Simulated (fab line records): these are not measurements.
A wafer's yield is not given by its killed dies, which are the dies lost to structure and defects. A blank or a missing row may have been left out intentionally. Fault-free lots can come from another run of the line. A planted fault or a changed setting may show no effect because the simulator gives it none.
Chamber matching | flow nand harc | NHARC_A_STAIRCASE_TRIM_187 on rie diel-04 has 4 sister chambers
The step chemistry O2, time 211.2 s. 8 wafers are shown with their chamber, then 12 later ones without.

EACH WAFER AND ITS CHAMBER
wafer  | chamber | showerhead plenum p Torr (Torr) | drypump motor current A (A)
L081.3 | 1       | 3.28                            | 6.6
L081.6 | 1       | 3.28                            | 6.6
L083.2 | 3       | 3.73                            | 6.0
L083.4 | 2       | 3.62                            | 6.2
L083.5 | 0       | 3.39                            | 5.2
L086.2 | 2       | 3.61                            | 6.2
L086.4 | 3       | 3.72                            | 6.0
L086.5 | 0       | 3.39                            | 5.3

WAFERS WITH NO CHAMBER GIVEN
wafer  | showerhead plenum p Torr (Torr) | drypump motor current A (A)
L089.1 | 3.61                            | 6.2
L089.2 | 3.71                            | 6.0
L089.5 | 3.61                            | 6.2
L088.1 | 3.71                            | 6.0
L088.2 | 3.28                            | 6.6
L088.3 | 3.60                            | 6.2
L097.3 | 3.37                            | 5.2
L097.4 | 3.59                            | 6.2
L097.6 | 3.59                            | 6.2
L096.2 | 3.70                            | 6.0
L096.3 | 3.37                            | 5.3
L096.6 | 3.59                            | 6.2

THE CHAMBER EACH PASSED THROUGH
wafer  | from the rows above | in truth
L089.1 | 2                   | 2
L089.2 | 3                   | 3
L089.5 | 2                   | 2
L088.1 | 3                   | 3
L088.2 | 1                   | 1
L088.3 | 2                   | 2
L097.3 | 0                   | 0
L097.4 | 2                   | 2
L097.6 | 2                   | 2
L096.2 | 3                   | 3
L096.3 | 0                   | 0
L096.6 | 2                   | 2
12 of 12 placed correctly. Can't be placed from these rows: 0. Number placed wrongly: 0.
How it was worked out, from the rows above alone: a wafer's distance from a chamber is the root of the sum, over the readings, of the square of ((its reading less the chamber's mean) divided by the reading's scatter). If the next closest chamber is less than 2 further off than the closest, the wafer can't be placed; otherwise it belongs to the closest. A chamber's mean is the mean of its shown wafers. The scatter: take each reading less its chamber's mean, square it, sum over the shown wafers, divide by the number of wafers less the number of chambers, and take the root.
